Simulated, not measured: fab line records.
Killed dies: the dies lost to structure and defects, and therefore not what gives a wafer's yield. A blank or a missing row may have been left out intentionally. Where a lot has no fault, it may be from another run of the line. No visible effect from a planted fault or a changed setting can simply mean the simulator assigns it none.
Matching of chambers | flow n5Finfet | N5_BEOL_M6_ILD_DEP_00 on pecvd-04 has 3 sister chambers
The step deposits SiCOH lowk from DEMS/porogen, target thk 179.75 nm, time 33.4 s. 3 wafers are shown with their chamber, then 8 later ones without.

WAFERS WITH THEIR CHAMBER
wafer  | chamber | throttleValvePct (%)
L610.1 | 0       | 14.8
L613.4 | 1       | 14.8
L613.6 | 2       | 13.3

WAFERS WITHOUT THEIR CHAMBER
wafer  | throttleValvePct (%)
L621.2 | 14.6
L621.4 | 14.7
L621.5 | 15.1
L620.2 | 14.9
L620.6 | 14.7
L622.1 | 12.5
L622.4 | 14.9
L622.6 | 14.4

EACH ONE'S CHAMBER
wafer  | from the rows above     | in truth
L621.2 | can't be placed: 0 or 1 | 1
L621.4 | can't be placed: 0 or 1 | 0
L621.5 | can't be placed: 0 or 1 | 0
L620.2 | can't be placed: 0 or 1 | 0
L620.6 | can't be placed: 0 or 1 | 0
L622.1 | 2                       | 2
L622.4 | can't be placed: 0 or 1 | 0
L622.6 | can't be placed: 0 or 1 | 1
Placed correctly: 1 of 8. These rows do not allow placing 7 (true chamber among the candidates in 7). Placed wrongly: 0.
How it was worked out, from the rows above alone: a wafer's distance from a chamber is the root of the sum, over the readings, of the square of ((its reading less the chamber's mean) divided by the reading's scatter). The wafer belongs to the nearest chamber; if the next one is less than 2 further off, it can't be placed. The mean given for a chamber averages the wafers shown for that chamber. The scatter: with one shown wafer a chamber, the root of the mean of the squares of how far each hidden wafer lies from its nearest shown one.
